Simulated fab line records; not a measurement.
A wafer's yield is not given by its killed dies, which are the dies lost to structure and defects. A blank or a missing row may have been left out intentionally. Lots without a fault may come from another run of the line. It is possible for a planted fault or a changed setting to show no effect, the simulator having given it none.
Which tool is to blame? | flow n5_finfet | 10 lots, 30 wafers sampled, at 4 steps of a route of 1938

== WHAT THE GAUGES SHOWED, per wafer ==
N5_BEOL_M11_CD_MEAS_28: the cd target is 70 nm. Usual: cd_nm reads 69.8 nm (standard deviation 0.94).
lot  | measured     | on        | cd_nm (nm)     | flag
L573 | day 10 19:45 | cd_sem-01 | 70.6 69.3 69.9 |
L572 | day 10 22:59 | cd_sem-02 | 69.1 70.3 70.4 |
L571 | day 11 03:40 | cd_sem-01 | 68.3 70.0 68.8 |
L576 | day 11 15:32 | cd_sem-03 | 70.4 69.9 71.0 |
L579 | day 12 12:37 | cd_sem-02 | 69.9 70.1 69.8 |
L585 | day 14 01:33 | cd_sem-01 | 64.1 62.9 63.4 | OFF
L587 | day 14 16:04 | cd_sem-01 | 71.4 71.4 69.6 |
L588 | day 15 01:08 | cd_sem-02 | 69.8 68.8 69.0 |
L590 | day 15 15:53 | cd_sem-02 | 70.1 69.6 68.3 |
L589 | day 15 15:43 | cd_sem-02 | 63.9 64.6 64.3 | OFF

== WHICH TOOL RAN EACH LOT (tool, then ch and the chambers of the sampled wafers, then the start) ==
lot  | N5_BEOL_M10_ETCH_41                           | N5_BEOL_M10_CURE_72           | N5_BEOL_M11_EXPOSE_25
L573 | rie_diel-04 ch 0,2, day 10 13:27 or earlier   | uv_cure-01 ch 0, day 10 13:27 | arfi_scanner-02 ch 0, day 10 19:38
L572 | rie_diel-04 ch 1,2, day 10 18:28 or earlier   | uv_cure-01 ch 2, day 10 18:28 | arfi_scanner-01 ch 0, day 10 22:52
L571 | rie_diel-04 ch 0,2,3, day 10 21:14 or earlier | uv_cure-02 ch 0, day 10 21:14 | arfi_scanner-01 ch 0, day 11 03:33
L576 | rie_diel-04 ch 0,2, day 11 08:36 or earlier   | uv_cure-01 ch 0, day 11 08:36 | arfi_scanner-02 ch 0, day 11 15:23
L579 | rie_diel-04 ch 1,3, day 12 06:39 or earlier   | uv_cure-01 ch 2, day 12 06:39 | arfi_scanner-02 ch 0, day 12 12:29
L585 | rie_diel-05 ch 0,1,2, day 13 19:44 or earlier | uv_cure-03 ch 1, day 13 19:44 | arfi_scanner-02 ch 0, day 14 01:26
L587 | rie_diel-02 ch 0,2, day 14 07:08 or earlier   | uv_cure-03 ch 1, day 14 07:08 | arfi_scanner-03 ch 0, day 14 15:56
L588 | rie_diel-05 ch 0,2,3, day 14 16:46 or earlier | uv_cure-03 ch 2, day 14 16:46 | arfi_scanner-01 ch 0, day 15 01:01
L590 | rie_diel-04 ch 0,1,2, day 15 02:19 or earlier | uv_cure-03 ch 2, day 15 02:19 | arfi_scanner-03 ch 0, day 15 15:46
L589 | rie_diel-02 ch 0,1,3, day 15 02:21 or earlier | uv_cure-02 ch 0, day 15 02:21 | arfi_scanner-02 ch 0, day 15 15:35
- N5_BEOL_M10_ETCH_41: etches SiCN in CH3F/O2, target depth 42.6 nm, time 86 s.
- N5_BEOL_M10_CURE_72: cures SiCOH lowk, time 120 s.
- N5_BEOL_M11_EXPOSE_25: exposes mask V10.

== AS READ BY THE TOOLS THEMSELVES (means over the sampled wafers that have a number; for cases with no such wafer, the mark the record gives instead) ==
N5_BEOL_M10_ETCH_41. Usual: drypump_motor_current_A 5.4 A, standard deviation 0.38; oes_product_au 0.74 a.u., standard deviation 0.076; rf_fwd_power_W 392.5 W, standard deviation 1.5; rf_vpp_V 296.8 V, standard deviation 1.7; showerhead_plenum_p_Torr 1.97 Torr, standard deviation 0.078; throttle_valve_pct 16.36 %, standard deviation 0.19.
lot  | tool        | drypump_motor_current_A (A) | oes_product_au (a.u.) | rf_fwd_power_W (W) | rf_vpp_V (V) | showerhead_plenum_p_Torr (Torr) | throttle_valve_pct (%) | flag
L573 | rie_diel-04 | 5.5                         | 0.74                  | 392.0              | 295.6        | 1.92                            | 16.42                  |
L572 | rie_diel-04 | 5.1                         | 0.75                  | 392.4              | 298.1        | 2.03                            | 16.49                  |
L571 | rie_diel-04 | 5.4                         | 0.75                  | 392.3              | 295.7        | 1.91                            | 16.35                  |
L576 | rie_diel-04 | 5.5                         | 0.73                  | 392.7              | 295.4        | 1.91                            | 16.42                  |
L579 | rie_diel-04 | 5.4                         | 0.69                  | 392.2              | 296.7        | 2.00                            | 16.55                  |
L585 | rie_diel-05 | 5.4                         | 0.71                  | 392.0              | 296.9        | 1.98                            | 16.29                  |
L587 | rie_diel-02 | 5.8                         | 0.68                  | 392.9              | 298.7        | 2.00                            | 16.58                  |
L588 | rie_diel-05 | 5.5                         | 0.75                  | 393.2              | 297.8        | 2.05                            | 16.18                  |
L590 | rie_diel-04 | 5.3                         | 0.79                  | 392.0              | 296.5        | 1.96                            | 16.37                  |
L589 | rie_diel-02 | 5.4                         | 0.75                  | 391.6              | 297.1        | 1.98                            | 16.31                  |

N5_BEOL_M10_CURE_72. Usual: lamp_power_pct 52.31 %, standard deviation 0.055; wafer_temp_C_max 371.9, standard deviation 0.69.
lot  | tool       | lamp_power_pct (%) | wafer_temp_C_max | flag
L573 | uv_cure-01 | 52.31              | 371.1            |
L572 | uv_cure-01 | 52.31              | 372.3            |
L571 | uv_cure-02 | 52.29              | 372.1            |
L576 | uv_cure-01 | 52.26              | 371.0            |
L579 | uv_cure-01 | 52.33              | 372.8            |
L585 | uv_cure-03 | 52.31              | 372.7            |
L587 | uv_cure-03 | 52.30              | 372.3            |
L588 | uv_cure-03 | 52.32              | 372.9            |
L590 | uv_cure-03 | 52.34              | 373.6            |
L589 | uv_cure-02 | 52.31              | 371.8            |

N5_BEOL_M11_EXPOSE_25. Usual: exposure_dose_mJ_cm2 reads 85.45 (standard deviation 0.1).
lot  | tool            | exposure_dose_mJ_cm2 | flag
L573 | arfi_scanner-02 | 85.53                |
L572 | arfi_scanner-01 | 85.36                |
L571 | arfi_scanner-01 | 85.42                |
L576 | arfi_scanner-02 | 85.58                |
L579 | arfi_scanner-02 | 85.48                |
L585 | arfi_scanner-02 | 79.37                | OFF
L587 | arfi_scanner-03 | 85.44                |
L588 | arfi_scanner-01 | 85.39                |
L590 | arfi_scanner-03 | 85.41                |
L589 | arfi_scanner-02 | 80.66                | OFF

== THE ANSWER, worked out from the rows above alone ==
Rule: take the mean of a lot's wafers that have a number; if it is more than 3 standard deviations from the usual mean, the lot is off. A lot without any number at a reading at which 4 lots or more have one is off too. Any other lot the step has rows for is counted as sound. After the gauges, taken in route order, come the tools' own readings; for these a lot's mean is taken, as printed above. The first step at which some lot is off is used, and at that step the reading that is off furthest; a lot without a number counts as furthest.
Off: L585, L589, at N5_BEOL_M11_CD_MEAS_28 (cd_nm).
A tool fits if, at a process step before that reading, it ran every lot that is off, and no sound lot after the first of them. Not tried: the gauges at N5_BEOL_M11_CD_MEAS_28; whatever is off there is also off at N5_BEOL_M11_EXPOSE_25, on other tools, and gauge error can't account for it. N5_BEOL_M10_ETCH_41: start missing for some lots; hours and lot order therefore follow N5_BEOL_M10_CURE_72. One fits: N5_BEOL_M11_EXPOSE_25 on arfi_scanner-02. A fault onset in the window from L579 (day 12 12:29, its last sound lot) to L585 (day 14 01:26, its first lot off) fits.
The tool's own readings at N5_BEOL_M11_EXPOSE_25 bear it out: on the lots that are off they differ by more than 5 times the standard deviation of the sound lots' means. exposure_dose_mJ_cm2 reads 80.02 there against 85.45 on the sound lots.

== WHAT THE SIMULATOR HAD PUT IN ==
Process parameters drifting: arfi_scanner-02 at N5_BEOL_M11_EXPOSE_25, beginning at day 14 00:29. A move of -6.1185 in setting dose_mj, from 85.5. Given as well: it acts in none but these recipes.
Struck lots among those shown: L585, L589. The rule above reached the same finding.
